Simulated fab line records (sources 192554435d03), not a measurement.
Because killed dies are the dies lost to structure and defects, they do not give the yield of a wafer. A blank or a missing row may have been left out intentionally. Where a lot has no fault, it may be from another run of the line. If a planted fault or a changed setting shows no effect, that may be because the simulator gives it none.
Struck lot and sound lot, side by side | flow n5_finfet | 28 out of 1938 route steps
Sound: these wafers, L429.2, L429.3, L429.5. The struck wafers were L425.1, L425.2, L425.5. The cause is given at the end.
At each step with rows: each side's tool, then ch and its chambers, then its first start. Under that, the readings that differ: sound wafers | struck wafers | difference of the means | sigmas: that difference in standard deviations of wafers without a fault.
alike: a reading whose means differ by less than 2 such deviations, as well as words and numbers matching on both sides. not compared: withheld readings; readings where some wafer has no value; bounds like >300 that might hide an equal value; numbers whose values overlap and for which the record gives no deviation.
A row with sigmas, a row that says differs or no value, or rows on one side alone: a step with any of these is where the two part. Numbers that have no deviation but don't overlap get no sigmas and don't part them. Lack of a reading on every wafer of one side parts them only where that side has two or more wafers.

first, 12 steps without rows for these wafers: N5_HKMG_FIN_STRIP_57 (strips in CF4); N5_HKMG_FIN_ETCH_58 (etches SOC in N2/H2, target depth 215.8 nm, time 741 s); N5_HKMG_FIN_STRIP_93 (strips SOC in N2/H2, time 20 s); N5_HKMG_FIN_WET_ETCH_76 (etches Al2O3 in dNH4OH, stops on La2O3, target depth 2.25 nm, rinse time 30 s); N5_HKMG_FIN_STRIP_60 (strips in N2/H2, time 360 s); N5_HKMG_FIN_WET_ETCH_77 (etches La2O3 in dHCl, stops on HfO2, target depth 2 nm); N5_HKMG_FIN_WET_ETCH_78 (etches Al2O3 in dNH4OH, stops on La2O3, target depth 4.5 nm, rinse time 30 s); N5_HKMG_FIN_ALD_79 (deposits TiN, target thk 1.5 nm, pulse time 1 s, purge time 3 s); N5_HKMG_FIN_CVD_62 (deposits a-Si from Si2H6, target thk 3 nm, time 20.8 s); N5_HKMG_FIN_RTA_80 (time 2 s); N5_HKMG_FIN_PRECLEAN_64 (cleans in dHF, time 30 s); N5_HKMG_FIN_WET_ETCH_65 (etches a-Si in TMAH, stops on TiN, time 49 s, target depth 3 nm).
N5_HKMG_FIN_WET_ETCH_81: etches TiN in SC1, stops on HfO2, time 57 s, target depth 6 nm.
  sound on wet_bench-01 ch 0,3,7, day 9 02:53; struck on wet_bench-02 ch 0,6,7, day 8 03:56
  alike: h2o2_flow_mL_min
then, 11 steps without rows for these wafers: N5_HKMG_FIN_WET_ETCH_82 (etches La2O3 in dHCl, stops on HfO2, target depth 2 nm, rinse time 30 s); N5_HKMG_FIN_ALD_36 (deposits TiN, target thk 1 nm, pulse time 1 s, purge time 3 s); N5_HKMG_FIN_PWFM_ALD_03 (deposits TiN, target thk 2 nm, pulse time 1 s, purge time 3 s); N5_HKMG_FIN_COAT_29 (time 60 s, resist thk 300 nm); N5_HKMG_FIN_COAT_30 (time 60 s, resist thk 35 nm); N5_HKMG_FIN_COAT_06 (resist thk 90 nm); N5_HKMG_FIN_EBR_08; N5_HKMG_FIN_SOFTBAKE_07 (time 60 s); N5_HKMG_FIN_EXPOSE_09 (exposes mask NWFM); N5_HKMG_FIN_PEB_10 (peb time 60 s); N5_HKMG_FIN_DEVELOP_11 (develop time 30 s).
N5_HKMG_FIN_INSPECT_14: inspects for defects (macro).
  struck on defect_inspect-02, day 8 05:08; sound on defect_inspect-02, day 9 04:11
  reading          | sound | struck         | difference | sigmas
  raw_defect_count | 1 3 1 | >300 >300 >300 | differs    |
then, 1 step without rows for these wafers: N5_HKMG_FIN_DESCUM_17 (chemistry O2, time 7.9 s).
-- record jumps: 4 days separate the struck wafers' starts on either side; left off in module HKMG_FIN, taken up again in module BEOL_M4, whose first shown step is the route's number 1111 --
N5_BEOL_M4_RC_MEAS_101:
  sound on prober-01 ch 0, day 13 12:56; struck on prober-02 ch 0, day 11 22:49
  reading        | sound             | struck            | difference | sigmas
  DIBL_N (mV/V)  | 33.8 35.0 33.8    | 39.2 35.4 41.7    | +4.6       | +3
  DIBL_P (mV/V)  | 32.6 33.8 31.9    | 41.1 36.7 44.8    | +8.1       | +4
  IOFF_N (nA/um) | 0.125 0.134 0.133 | 0.209 0.132 0.276 | +0.075     | +3
  IOFF_P (nA/um) | 0.16 0.17 0.15    | 0.28 0.20 0.36    | +0.12      | +3
  alike: ION_N, ION_P, SS_N, SS_P, VT_N, VT_P
-- the record jumps here: 5 days lie between the struck wafers' starts before and after (it left off in module BEOL_M4 and takes up again in module PASSIVATION, whose first step shown is number 1936 of the route) --
N5_PASSIVATION_PROBE_49:
  struck on prober-01, day 16 16:52; sound on prober-02, day 17 20:27
  reading                  | sound          | struck         | difference | sigmas
  defect_limited_yield (%) | 92.5 93.6 91.3 | 84.9 83.6 83.7 | -8.4       | -5
  killed_at_front_end      | 32 35 36       | 121 129 144    | +97        | +8
  killed_dies              | 89 76 103      | 178 193 192    | +98        | +5
  sort_bin_4_leakage (%)   | 0 0 0          | 0 0 0.17       | +0         | +4
  sort_bin_5_function (%)  | 4.1 3.2 5.8    | 9.4 10.9 11.3  | +6.2       | +6
  sort_n_pass              | 1091 1104 1077 | 1002 987 986   | -99        | -6
  sort_yield_pct (%)       | 92.5 93.6 91.3 | 84.9 83.6 83.6 | -8.4       | -5
  alike: killed_at_M0_to_M3, killed_at_M4_up, killed_at_contacts, killed_at_other, killed_open, killed_short, sort_bin_6_memory

## WHERE THEY PART
Earliest at N5_HKMG_FIN_INSPECT_14; latest, in this record, at N5_PASSIVATION_PROBE_49.

WHY: what had been put in by the simulator
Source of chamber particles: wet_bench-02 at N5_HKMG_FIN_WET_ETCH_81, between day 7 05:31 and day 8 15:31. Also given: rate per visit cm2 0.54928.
